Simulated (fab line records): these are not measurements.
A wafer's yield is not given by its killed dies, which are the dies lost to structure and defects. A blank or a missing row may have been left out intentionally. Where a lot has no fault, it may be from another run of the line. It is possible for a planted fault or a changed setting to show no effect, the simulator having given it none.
Struck lot and sound lot, side by side -- flow nand_harc -- 14 out of 1302 route steps
Sound: wafers L512.3, L512.5, L512.6. Struck: wafer L524.4; the same lot's L524.2 was not struck, so it is left out; see the end for the cause.
At each step with rows: each side's tool, then ch and its chambers, then its first start. Under that, the readings that differ: sound wafers -- struck wafers -- difference of the means -- sigmas: that difference in standard deviations of wafers without a fault.
alike: same words and numbers on both sides, and readings whose means sit less than 2 such deviations apart. not compared: any withheld reading, any reading some wafer has no value for, any bound like >300 that may hide the same value, and any number with overlapping values for which the record gives no deviation.
A row with sigmas, a row that says differs or no value, or rows on one side alone: a step with any of these is where the two part. When numbers do not overlap yet have no deviation, they are printed without sigmas and do not part them. A reading that every wafer of one side lacks parts them only if that side has two wafers or more.

first, 2 steps without rows for these wafers: NHARC_A_SOURCE_PLATE_CVD_03 (deposits poly-Si, target thk 200 nm, time 4000 s); NHARC_A_SOURCE_PLATE_ANNEAL_05 (time 1800 s).
NHARC_A_SOURCE_PLATE_THK_MEAS_06: measures by ellipsometry.
  sound on film_metro-01 at day 9 16:00; struck on film_metro-02 at day 14 21:10
  alike: thk_nm
NHARC_A_SOURCE_PLATE_INSPECT_08:
  sound on defect_inspect-01 at day 9 16:06; struck on defect_inspect-01 at day 14 21:17
  alike: raw_defect_count
following that, 1 step holds no rows for these wafers, namely NHARC_A_ONON_D1_DEP_00 (target thickness 1000 nm).
NHARC_A_ONON_D1_THK_MEAS_02: measures by ellipsometry.
  sound on film_metro-02 at day 9 16:41; struck on film_metro-01 at day 14 21:52
  alike: thk_nm
following that, 1 step holds no rows for these wafers, namely NHARC_A_ONON_D1_DEP_03 (target thickness 1000 nm).
NHARC_A_ONON_D1_THK_MEAS_05: measures by ellipsometry.
  sound on film_metro-02 at day 9 17:15; struck on film_metro-02 at day 14 22:26
  alike: thk_nm
following that, 1 step holds no rows for these wafers, namely NHARC_A_ONON_D1_DEP_06 (target thickness 1000 nm).
NHARC_A_ONON_D1_THK_MEAS_08: measures by ellipsometry.
  sound on film_metro-01 at day 9 17:49; struck on film_metro-01 at day 14 22:59
  alike: thk_nm
NHARC_A_ONON_D1_DEP_09: target thk 1000 nm.
  sound on pecvd_onon-01 ch 0, day 9 17:59; struck on pecvd_onon-03 ch 0, day 14 23:06
reading,sound,struck,difference,sigmas
n2o_flow_sccm (sccm),2003 2000 1998,1986,-14,-2
nh3_flow_sccm (sccm),499.6 500.3 499.0,502.9,+3.3,+2
  alike: susceptor_temp_C
NHARC_A_ONON_D1_THK_MEAS_11: measures by ellipsometry.
  sound on film_metro-02 at day 9 18:23; struck on film_metro-02 at day 14 23:35
reading,sound,struck,difference,sigmas
thk_nm (nm),988 989 988,1705,+717,+60
following that, 1 step holds no rows for these wafers, namely NHARC_A_ONON_D1_DEP_12 (target thickness 1000 nm).
-- the record jumps here: 17 days lie between the struck wafers' starts before and after (it left off in module A_ONON_D1 and takes up again in module END, whose first step shown is number 1302 of the route) --
NHARC_END_SORT_01:
  at this point the record logs the struck wafers (prober-02 ch 0, day 31 15:23) and has no rows for the sound ones

## WHERE THEY PART
Last at NHARC_END_SORT_01 as far as this record goes, first at NHARC_A_ONON_D1_DEP_09.

WHY: what the simulator had put in
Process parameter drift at NHARC_A_ONON_D1_DEP_09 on pecvd_onon-03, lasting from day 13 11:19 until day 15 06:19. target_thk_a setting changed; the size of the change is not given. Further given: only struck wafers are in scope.
